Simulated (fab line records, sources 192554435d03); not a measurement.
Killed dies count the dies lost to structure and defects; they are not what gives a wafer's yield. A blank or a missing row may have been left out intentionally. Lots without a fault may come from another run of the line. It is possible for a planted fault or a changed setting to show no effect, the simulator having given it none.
Matching of chambers / flow n5_finfet / N5_BEOL_M14_DEP_53 on pecvd-01 has 3 sister chambers
The step deposits SiCN from 3MS/NH3, target thk 50 nm, time 17.8 s. 3 wafers are shown with their chamber, then 9 later ones without.

WAFERS, EACH WITH ITS CHAMBER
wafer=L086.4; chamber=0; throttle_valve_pct (%)=17.6
wafer=L088.1; chamber=2; throttle_valve_pct (%)=17.8
wafer=L088.5; chamber=1; throttle_valve_pct (%)=17.4

WAFERS MISSING THEIR CHAMBER
wafer=L090.4; throttle_valve_pct (%)=17.8
wafer=L090.5; throttle_valve_pct (%)=18.0
wafer=L090.6; throttle_valve_pct (%)=17.5
wafer=L095.4; throttle_valve_pct (%)=17.7
wafer=L095.5; throttle_valve_pct (%)=17.7
wafer=L095.6; throttle_valve_pct (%)=17.4
wafer=L097.2; throttle_valve_pct (%)=17.4
wafer=L097.4; throttle_valve_pct (%)=17.6
wafer=L097.5; throttle_valve_pct (%)=17.8

CHAMBER TAKEN BY EACH
wafer=L090.4; from the rows above=2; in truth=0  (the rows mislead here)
wafer=L090.5; from the rows above=2; in truth=2
wafer=L090.6; from the rows above=can't be placed: 0 or 1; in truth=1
wafer=L095.4; from the rows above=can't be placed: 0 or 2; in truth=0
wafer=L095.5; from the rows above=can't be placed: 0 or 2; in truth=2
wafer=L095.6; from the rows above=1; in truth=1
wafer=L097.2; from the rows above=1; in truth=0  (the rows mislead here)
wafer=L097.4; from the rows above=0; in truth=0
wafer=L097.5; from the rows above=2; in truth=2
Correctly placed: 4 of 9. Not placeable from these rows: 3 (in 3, the candidates include the true chamber). Number placed wrongly: 2.
How it was worked out, from the rows above alone: a wafer's distance from a chamber is the root of the sum, over the readings, of the square of ((its reading less the chamber's mean) divided by the reading's scatter). The wafer belongs to the nearest chamber; if the next one is less than 2 further off, it can't be placed. A chamber's mean is the mean of its shown wafers. The scatter: with one shown wafer a chamber, the root of the mean of the squares of how far each hidden wafer lies from its nearest shown one.
